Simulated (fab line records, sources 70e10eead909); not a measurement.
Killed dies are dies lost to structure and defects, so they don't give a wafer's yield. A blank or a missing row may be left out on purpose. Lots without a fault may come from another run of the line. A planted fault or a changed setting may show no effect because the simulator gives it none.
fab line records | flow nand_harc | part 2 of 2: steps 25 to 30 of 30
record lots=5 wafers=15 last_day=31
route steps=1302 shown A_STAIRCASE@640
lots that met no fault: from a run of the same line without faults
start_h: hours from the record's first day to the start of the lot's first wafer shown | wait_h: hours since the lot's step before | " the same as in the row above | L1.1+2: a row that stands for several wafers | - no value, or no start given | * or withheld: withheld | < > ~ a bound
route shown NAME@n: a module of which the file shows steps, and the number in the route of the first | usual: mean/standard deviation of fault-free wafers | same: alike in all rows | chamber/n: place in a boat | sites: the reading at each site | _std_site: their standard deviation | _edge_site: outer sites' mean less inner sites' | radius_mm: how far each site lies from the wafer's centre | mask NAME#n: copy n | behind: the tool/chamber that last shaped the wafer | hold: why the lot was held/for how many hours/how that ended | device: the transistor (n, p or np) that didn't switch | end of line: the same wafers' tests at the end of the route | a step without rows: its recipe alone | killed: dies lost to structure and defects at the first sort, not the wafer's yield | map: a wafer's dies, x killed, . not, _ none there
set.NAME: the setting as run; set.NAME@STEP: as run at that earlier step | model.NAME: the simulator's own value behind a step, which no gauge read
lots at some steps of the route; a table a step, a row a wafer
services: from which hour (start_h, from the record's first day; less than 0 if before it) a tool's chamber was out of use, for how many hours, and why
## steps
# step NHARC_A_STAIRCASE_HARDBAKE_10
# recipe temp_c=120 time_s=140
# usual exhaust_pa=44.8/0.88
# columns lot.wafer tool chamber start_h wait_h exhaust_pa
L081.1 litho_track-03 0 427.71 - 43.7
L081.3 " 0 " " 44.0
L081.6 " 0 " " 44.5
L084.2 litho_track-02 0 452.85 - 44.2
L084.4 " 0 " " 44.5
L084.5 " 0 " " 43.7
L089.3 litho_track-03 0 486.27 - 45.5
L089.4 " 0 " " 45.4
L089.6 " 0 " " 44.3
L090.2 litho_track-07 0 510.27 - 44.7
L090.5 " 0 " " 44.4
L090.6 " 0 " " 44.8
L093.1 litho_track-03 0 530.36 - 44.0
L093.4 " 0 " " 46.5
L093.6 " 0 " " 46.0
# step NHARC_A_STAIRCASE_DESCUM_11
# recipe time_s=3 o2_flow_sccm=200 ar_flow_sccm=0 bias_power_w=0 chemistry=O2
# usual chamber_pressure_mTorr=60.01/0.055 drypump_motor_current_A=5.9/0.41 oes_product_au=0.999/0.0097 rf_vpp_V=57.8/0.9 showerhead_plenum_p_Torr=1.92/0.094 throttle_valve_pct=11.311/0.0087
# columns lot.wafer tool chamber start_h wait_h chamber_pressure_mTorr drypump_motor_current_A oes_product_au rf_hours_counter_h rf_vpp_V showerhead_plenum_p_Torr throttle_valve_pct
L081.3 rie_diel-11 2 427.80 - 59.97 5.5 1.004 58 57.3 2.06 11.317
L081.1 " 1 " " 59.96 6.1 0.998 58 54.7 1.76 11.320
L081.6 " 3 " " 59.98 5.9 0.994 - 58.2 1.87 11.312
L084.4 rie_diel-06 0 452.94 - 60.00 6.1 1.007 51 58.4 1.93 11.311
L084.2 " 3 " " 60.07 6.0 0.986 54 56.1 1.89 11.321
L084.5 " 0 " " 60.03 6.0 1.004 - 57.8 1.93 11.314
L089.3 rie_diel-11 1 486.36 - 59.98 6.1 1.000 14 58.2 2.07 11.324
L089.4 " 3 " " 60.07 5.8 1.011 14 57.3 1.86 11.310
L089.6 " 1 " " 59.95 6.1 0.998 - 58.3 2.07 11.301
L090.2 rie_diel-07 3 510.38 - 59.98 5.6 1.011 11 58.7 1.85 11.315
L090.6 " 1 " " 60.03 6.7 1.010 - 57.7 1.78 11.315
L090.5 " 2 " " 59.97 5.7 1.009 - 59.7 2.02 11.299
L093.1 rie_diel-11 1 530.46 - 60.02 6.1 0.995 30 57.9 2.07 11.320
L093.4 " 2 " " 59.95 5.4 0.994 24 57.8 2.05 11.296
L093.6 " 0 " " 59.92 6.2 0.987 - 58.1 2.02 11.301
# step NHARC_A_STAIRCASE_TRIM_12
# recipe time_s=211.2 o2_flow_sccm=500 ar_flow_sccm=0 bias_w=0 chemistry=O2
# usual chamber_pressure_mTorr=60.00/0.057 drypump_motor_current_A=5.9/0.42 oes_product_au=0.998/0.01 rf_vpp_V=57.8/0.9 showerhead_plenum_p_Torr=3.53/0.16 throttle_valve_pct=17.038/0.0093
# columns lot.wafer tool chamber start_h wait_h chamber_pressure_mTorr drypump_motor_current_A oes_product_au rf_hours_counter_h rf_vpp_V showerhead_plenum_p_Torr throttle_valve_pct
L081.1 rie_diel-11 1 427.91 0.1 59.98 6.1 1.013 58 58.1 3.27 17.028
L081.3 " 2 " " 59.92 5.5 1.016 58 57.9 3.77 17.033
L081.6 " 3 " " 60.00 5.9 0.992 - 58.6 3.45 17.038
L084.2 rie_diel-06 2 453.07 0.1 59.98 5.1 0.983 45 57.4 3.51 17.043
L084.4 " 3 " " 60.01 6.0 0.995 54 57.8 3.49 17.047
L084.5 " 0 " " 60.17 6.1 0.999 - 57.6 3.56 17.031
L089.3 rie_diel-11 3 486.52 0.2 60.07 5.9 1.007 14 57.3 3.44 17.038
L089.4 " 1 " " 59.93 6.1 1.009 14 57.0 3.80 17.028
L089.6 " 2 " " 60.05 5.5 1.006 - 57.5 3.77 17.033
L090.2 rie_diel-07 2 510.47 0.1 60.07 5.6 0.994 11 58.8 3.70 17.038
L090.6 " 0 " " 60.05 6.2 1.011 - 57.8 3.35 17.026
L090.5 " 1 " " 59.95 6.6 1.010 - 57.6 3.31 17.053
L093.1 rie_diel-11 2 530.54 0.1 60.00 5.4 1.008 24 58.1 3.76 17.046
L093.4 " 3 " " 60.04 5.9 1.008 29 56.6 3.44 17.066
L093.6 " 2 " " 60.02 5.5 1.007 - 57.4 3.76 17.028
# step NHARC_A_STAIRCASE_ETCH_13
# recipe target_depth_a=1000 time_s=40.5 ion_energy_ev=400 c4f8_flow_sccm=20 o2_flow_sccm=10 ar_flow_sccm=withheld rf_w=600 bias_w=1000 chemistry=C4F8/O2
# usual chamber_pressure_mTorr=25.001/0.023 oes_product_au=0.938/0.014 rf_fwd_power_W=591.5/2.6 rf_vpp_V=896/5.8
# columns lot.wafer tool chamber start_h wait_h chamber_pressure_mTorr oes_product_au rf_fwd_power_W rf_hours_counter_h rf_vpp_V
L081.3 rie_diel-11 2 - - 25.003 0.962 598.1 58 904
L081.1 " 1 " " 24.989 0.965 592.0 58 887
L081.6 " 2 " " 24.979 0.950 596.4 - 905
L084.4 rie_diel-06 0 - - 25.007 0.936 590.6 51 897
L084.2 " 2 " " 24.986 0.927 590.9 45 897
L084.5 " 1 " " 25.007 0.935 591.1 - 892
L089.4 rie_diel-11 2 - - 25.064 0.933 596.8 8 905
L089.3 " 3 " " 24.974 0.939 587.6 14 893
L089.6 " 2 " " 25.028 0.927 595.0 - 906
L090.2 rie_diel-07 2 - - 24.985 0.937 591.1 11 903
L090.6 " 0 " " 24.982 0.952 586.8 - 889
L090.5 " 1 " " 24.995 0.963 592.3 - 888
L093.4 rie_diel-11 1 - - 24.982 0.954 592.9 30 907
L093.1 " 2 " " 24.999 0.969 593.9 24 904
L093.6 " 0 " " 25.000 0.949 590.6 - 902
# step NHARC_A_STAIRCASE_TRIM_14
# recipe time_s=211.2 o2_flow_sccm=500 ar_flow_sccm=0 bias_w=0 chemistry=O2
# usual chamber_pressure_mTorr=60.00/0.059 drypump_motor_current_A=6.0/0.41 oes_product_au=0.998/0.0094 rf_vpp_V=57.8/0.98 showerhead_plenum_p_Torr=3.52/0.16 throttle_valve_pct=17.036/0.0092
# columns lot.wafer tool chamber start_h wait_h chamber_pressure_mTorr drypump_motor_current_A oes_product_au rf_hours_counter_h rf_vpp_V showerhead_plenum_p_Torr throttle_valve_pct
L081.1 rie_diel-11 1 - - 59.95 6.1 1.004 58 57.0 3.27 17.044
L081.3 " 3 " " 60.01 5.9 0.996 16 56.7 3.45 17.033
L081.6 " 1 " " 60.02 6.1 1.007 - 57.5 3.27 17.029
L084.2 rie_diel-06 0 - - 59.97 6.1 0.994 52 57.3 3.56 17.035
L084.4 " 2 " " 59.95 5.1 0.988 45 57.4 3.51 17.036
L084.5 " 0 " " 59.91 6.1 0.995 - 56.2 3.56 17.040
L089.4 rie_diel-11 2 - - 60.12 5.5 1.001 8 58.1 3.77 17.043
L089.3 " 0 " " 60.09 6.2 0.994 14 57.5 3.73 17.052
L089.6 " 3 " " 59.97 5.9 1.001 - 57.2 3.44 17.020
L090.2 rie_diel-07 1 - - 60.06 6.7 1.013 9 58.2 3.31 17.041
L090.5 " 0 " " 59.93 6.2 0.996 - 58.0 3.35 17.040
L090.6 " 1 " " 59.92 6.6 1.009 - 57.1 3.31 17.030
L093.1 rie_diel-11 3 - - 60.02 5.9 1.011 29 56.5 3.44 17.038
L093.4 " 0 " " 59.98 6.2 1.000 28 57.4 3.72 17.048
L093.6 " 3 " " 59.95 5.9 1.014 - 56.3 3.44 17.023
# step NHARC_A_STAIRCASE_ETCH_15
# recipe target_depth_a=1000 time_s=40.5 ion_energy_ev=400 c4f8_flow_sccm=20 o2_flow_sccm=10 ar_flow_sccm=withheld rf_w=600 bias_w=1000 chemistry=C4F8/O2
# usual chamber_pressure_mTorr=24.999/0.025 oes_product_au=0.940/0.011 rf_fwd_power_W=591.7/2.7 rf_vpp_V=896/5.6
# columns lot.wafer tool chamber start_h wait_h chamber_pressure_mTorr oes_product_au rf_fwd_power_W rf_hours_counter_h rf_vpp_V
L081.3 rie_diel-11 2 - - 24.953 0.959 596.9 59 906
L081.1 " 3 " " 24.995 0.945 585.8 16 893
L081.6 " 1 " " 25.015 0.956 590.8 - 886
L084.4 rie_diel-06 0 - - 24.966 0.939 591.8 52 896
L084.2 " 2 " " 24.948 0.931 595.0 45 894
L084.5 " 0 " " 24.996 0.940 592.2 - 897
L089.3 rie_diel-11 0 - - 25.018 0.931 590.7 14 903
L089.4 " 1 " " 24.996 0.935 594.4 15 906
L089.6 " 3 " " 25.014 0.944 588.7 - 893
L090.2 rie_diel-07 1 - - 25.004 0.947 591.0 10 888
L090.5 " 2 " " 24.966 0.930 590.2 - 902
L090.6 " 3 " " 24.986 0.946 593.6 - 893
L093.1 rie_diel-11 0 - - 25.001 0.949 590.5 28 903
L093.4 " 2 " " 24.987 0.951 595.4 24 903
L093.6 " 0 " " 24.973 0.946 590.6 - 903
## services
# columns tool chamber start_h hours kind
litho_track-02 - 402.00 7.0 pm
krf_scanner-01 - 405.05 2.2 repair
rie_diel-11 0 412.26 - clean
rie_diel-11 1 412.26 - clean
wet_bench-02 - 420.00 8.0 pm
litho_track-07 - 426.00 7.0 pm
plasma_asher-02 - 426.20 9.0 pm
rie_diel-06 1 426.34 5.9 repair
rie_diel-06 2 426.38 3.7 repair
rie_diel-11 - 433.04 9.0 pm
wet_bench-05 - 436.80 8.0 pm
krf_scanner-02 - 438.00 4.0 pm
litho_track-03 - 450.00 7.0 pm
wet_bench-01 - 453.60 8.0 pm
wet_bench-01 - 465.76 1.5 repair
rie_diel-07 - 471.25 9.0 pm
plasma_asher-02 - 478.60 1.9 repair
krf_scanner-01 - 484.00 4.0 pm
rie_diel-06 - 484.33 9.0 pm
litho_track-07 - 504.48 - consumable_replace:filter
krf_scanner-04 - 517.78 0.3 repair
plasma_asher-01 - 519.13 9.0 pm
rie_diel-11 - 521.51 1.2 repair
krf_scanner-04 - 526.00 4.0 pm
